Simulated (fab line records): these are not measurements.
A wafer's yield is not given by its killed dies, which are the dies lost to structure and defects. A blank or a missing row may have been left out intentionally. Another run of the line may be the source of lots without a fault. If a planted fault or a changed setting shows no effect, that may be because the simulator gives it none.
A lot that was struck, set against a sound lot | flow n5-finfet | 14 out of 1938 route steps
Sound: wafers L146.1, L146.3, L146.5. Wafers struck: L156.1, L156.5, L156.6. At the end, the cause is stated.
At each step with rows: each side's tool, then ch and its chambers, then its first start. Under that, the readings that differ: sound wafers | struck wafers | difference of the means | sigmas: that difference in standard deviations of wafers without a fault.
alike: readings with means less than 2 such deviations apart, plus words and numbers identical on both sides. not compared: withheld readings, readings lacking a value on some wafer, bounds such as >300 that could conceal the same value, and numbers that have no deviation in the record and whose values overlap.
Wherever a step has rows on one side only, a row that says differs or no value, or a row with sigmas, the two part there. Numbers that don't overlap but have no deviation are shown without sigmas and don't part them. Lack of a reading on every wafer of one side parts them only where that side has two or more wafers.

N5_BEOL_M11_ETCH_62: etches SOC in N2/H2, target depth 110 nm, overetch 22 nm, time 165 s.
  sound on rie-diel-01 ch 1,2, day 19 09:55; struck on rie-diel-04 ch 0,2, day 20 12:27
  alike: drypump-motor-current-A, n2-flow-sccm, oes-product-au, rf-vpp-V, showerhead-plenum-p-Torr, throttle-valve-pct
  not compared: rf-hours-counter-h
then, 1 step without rows for these wafers: N5_BEOL_M11_STRIP_68 (strips in N2/H2).
N5_BEOL_M11_STRIP_67: strips in CF4.
  sound on rie-diel-01 ch 1,2, day 19 10:04; struck on rie-diel-04 ch 0,2, day 20 12:35
  alike: drypump-motor-current-A, oes-product-au, rf-vpp-V, showerhead-plenum-p-Torr, throttle-valve-pct
  not compared: rf-hours-counter-h
N5_BEOL_M11_HM_OPEN_17: chemistry Cl2/BCl3, target TiN, target depth 20 nm, overetch 6 nm.
  sound on rie-metal-03 ch 0, day 19 10:07; struck on rie-metal-03 ch 0,1, day 20 12:38
  alike: drypump-motor-current-A, oes-product-au, throttle-valve-pct
  not compared: rf-hours-counter-h
N5_BEOL_M11_STRIP_19: strips in O2.
  sound on rie-diel-01 ch 0,2,3, day 19 10:21; struck on rie-diel-05 ch 0,1, day 20 12:51
  alike: drypump-motor-current-A, oes-product-au, rf-vpp-V, showerhead-plenum-p-Torr, throttle-valve-pct
  not compared: rf-hours-counter-h
N5_BEOL_M11_CD_MEAS_18: pitch 140 nm, target cd 70 nm.
  sound on cd-sem-01 at day 19 10:25; struck on cd-sem-01 at day 20 12:55
  alike: cd-nm
then, 6 steps without rows for these wafers: N5_BEOL_M11_COAT_63 (time 60 s, resist thk 100 nm); N5_BEOL_M11_COAT_64 (time 60 s, resist thk 30 nm); N5_BEOL_M11_COAT_22 (resist thk 90 nm); N5_BEOL_M11_EBR_24; N5_BEOL_M11_SOFTBAKE_23 (time 60 s); N5_BEOL_M11_EXPOSE_25 (exposes mask V10).
N5_BEOL_M11_PEB_26: peb time 60 s.
  struck on litho-track-04, day 20 16:12; sound on litho-track-04 ch 0, day 19 15:40
  no value came back on the struck wafers for chill-plate-temp-C (C), exhaust-pa (Pa), peb-time-s (s), resist-line-temp-C (C); on the sound wafers chill-plate-temp-C (C) reads 22.98 22.97 22.78
then, 1 step without rows for these wafers: N5_BEOL_M11_DEVELOP_27 (develop time 30 s).

## WHERE THEY PART
At N5_BEOL_M11_PEB_26 and nowhere else, as far as this record goes.

WHY: what the simulator had put in
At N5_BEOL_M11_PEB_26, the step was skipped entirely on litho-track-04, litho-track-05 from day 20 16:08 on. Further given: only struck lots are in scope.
